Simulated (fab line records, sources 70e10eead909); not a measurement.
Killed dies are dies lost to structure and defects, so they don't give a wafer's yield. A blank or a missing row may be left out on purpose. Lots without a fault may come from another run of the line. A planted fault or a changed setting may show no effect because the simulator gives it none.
Chamber matching | flow nand_harc | NHARC_A_SGD_CUT_DEP_00 on pecvd-04: 3 sister chambers
The step deposits SiNx, target thk 50 nm. 3 wafers are shown with their chamber, then 7 later ones without.

WAFERS WITH THEIR CHAMBER
wafer  | chamber | heater_power_w (W)
L081.6 | 1       | 778
L082.2 | 2       | 830
L082.4 | 0       | 668

WAFERS WITHOUT THEIR CHAMBER
wafer  | heater_power_w (W)
L082.6 | 667
L090.1 | 685
L090.3 | 712
L090.5 | 680
L096.1 | 771
L096.2 | 746
L096.3 | 660

WHICH CHAMBER EACH WENT THROUGH
wafer  | from the rows above     | in truth
L082.6 | 0                       | 0
L090.1 | 0                       | 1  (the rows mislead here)
L090.3 | can't be placed: 0 or 1 | 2
L090.5 | 0                       | 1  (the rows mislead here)
L096.1 | 1                       | 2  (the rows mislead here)
L096.2 | 1                       | 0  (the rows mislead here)
L096.3 | 0                       | 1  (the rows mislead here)
Placed correctly: 1 of 7. Can't be placed from these rows: 1 (the true chamber is among the candidates in 0). Placed wrongly: 5.
How it was worked out, from the rows above alone: a wafer's distance from a chamber is the root of the sum, over the readings, of the square of ((its reading less the chamber's mean) divided by the reading's scatter). The wafer belongs to the nearest chamber; if the next one is less than 2 further off, it can't be placed. A chamber's mean is the mean of its shown wafers. The scatter: with one shown wafer a chamber, the root of the mean of the squares of how far each hidden wafer lies from its nearest shown one.
